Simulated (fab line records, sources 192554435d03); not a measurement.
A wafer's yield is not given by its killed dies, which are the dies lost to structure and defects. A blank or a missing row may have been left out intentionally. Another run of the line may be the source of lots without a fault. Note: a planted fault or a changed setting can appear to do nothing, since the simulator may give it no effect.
Problem report in the 8D (eight disciplines) form, filled by code || flow n5 finfet || the parts of the form that need people (team, actions taken, sign-off) are left out

## 1. THE ISSUE
head pressure psi at N5_BEOL_M1_CMP_52 reads a mean of 0.7746 psi on 1 wafer of 1 lot; wafers without a fault read 1.0000 psi with a standard deviation of 0.0023. Measured from the usual mean, that is -98 standard deviations.
The step: polishes, stops on SiOC, t overpolish 6.8 s, target thk 40 nm.
The first sign was on wafer L795.5 at day 8 13:50, on cmp-04. Wafers with a number at this step in the record: 33, from 11 lots. By rule, "out" or "out of limits" means more than 4 standard deviations away from the usual mean. Any other wafer with a number is counted as sound.

## 2. WHAT IT IS; WHAT IT IS NOT
{"question": "which readings at this step", "is": "head pressure psi, barrier field endpoint s", "is not": "motor current A, overpolish run s, platen rpm, slurry filter dp kPa, time to endpoint s"}
{"question": "which lots", "is": "L795", "is not": "L787, L788, L789, L790, L792, L800, L801, L807, L808, L810"}
{"question": "which wafers of those lots", "is": "L795.5", "is not": "L795.4, L795.6"}
{"question": "read on which tools", "is": "cmp-04", "is not": "cmp-01, cmp-03"}
{"question": "when", "is": "from day 8 13:50", "is not": "up to then (17 sound wafers); but 15 sound wafers of L800, L801, L807, L808, L810 came after"}

## 3. SUSPECTS, AND WHAT RULES EACH OUT
Counting: any tool at a process step up to the reading remains a suspect provided it ran every lot that is out. Sound lots after the first of them don't rule it out here, since some wafers of a struck lot are sound.
- pvd sputter-01 at N5_BEOL_M1_ANNEAL_87 (time 240 s): kept. The lot that is out, L795, ran on it at day 8 12:15; the last sound lot it ran before that was L792, at day 7 16:10.
- cmp-04 at N5_BEOL_M1_CMP_52 (polishes, stops on SiOC, t overpolish 6.8 s, target thk 40 nm): kept. The lot that is out, L795, ran on it at day 8 13:50; the last sound lot it ran before that was L788, at day 6 21:19. On those wafers its own readings are out: barrier field endpoint s, head pressure psi.
- cmp-04, N5_BEOL_M1_CMP_52: wafers that are out in chamber 1, sound lot-mates in chambers 2, 3.
Remaining after the count are pvd sputter-01 at N5_BEOL_M1_ANNEAL_87 and cmp-04 at N5_BEOL_M1_CMP_52.

## 4. THE CAUSE (what the simulator had put in)
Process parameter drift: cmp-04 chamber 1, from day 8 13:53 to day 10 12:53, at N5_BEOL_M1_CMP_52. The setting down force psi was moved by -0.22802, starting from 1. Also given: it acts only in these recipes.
This tool is one of the 2 suspects left after counting.

## 5. THE CHAIN OF EFFECTS, in route order
Rows list readings where the struck wafers' mean (over those with a number) sits beyond 3 standard deviations from the usual. Scope: only readings with a usual standard deviation given in the record; hours: median across lots of the time from each lot's start at the first step in this table that gives one to its start at this step; sigmas: change in usual standard deviations.
{"hours": 0, "step": "N5_BEOL_M1_CMP_52", "reading": "barrier field endpoint s", "usual": "24.4 s", "on struck wafers": 33.2, "change": "+8.8", "sigmas": "+14"}
{"hours": 0, "step": "N5_BEOL_M1_CMP_52", "reading": "head pressure psi", "usual": "1.0000 psi", "on struck wafers": 0.7746, "change": -0.2254, "sigmas": -98}
The process steps in it:
- N5_BEOL_M1_CMP_52: polishes, stops on SiOC, t overpolish 6.8 s, target thk 40 nm.
At these later measuring or inspecting steps, every struck wafer for which the step has a row has a number for every such reading, and none has moved that far: N5_BEOL_M4_RC_MEAS_101.

## 6. HOW IT WOULD HAVE BEEN CAUGHT EARLIER
In this record the first reading out of limits was taken at day 8 13:50.
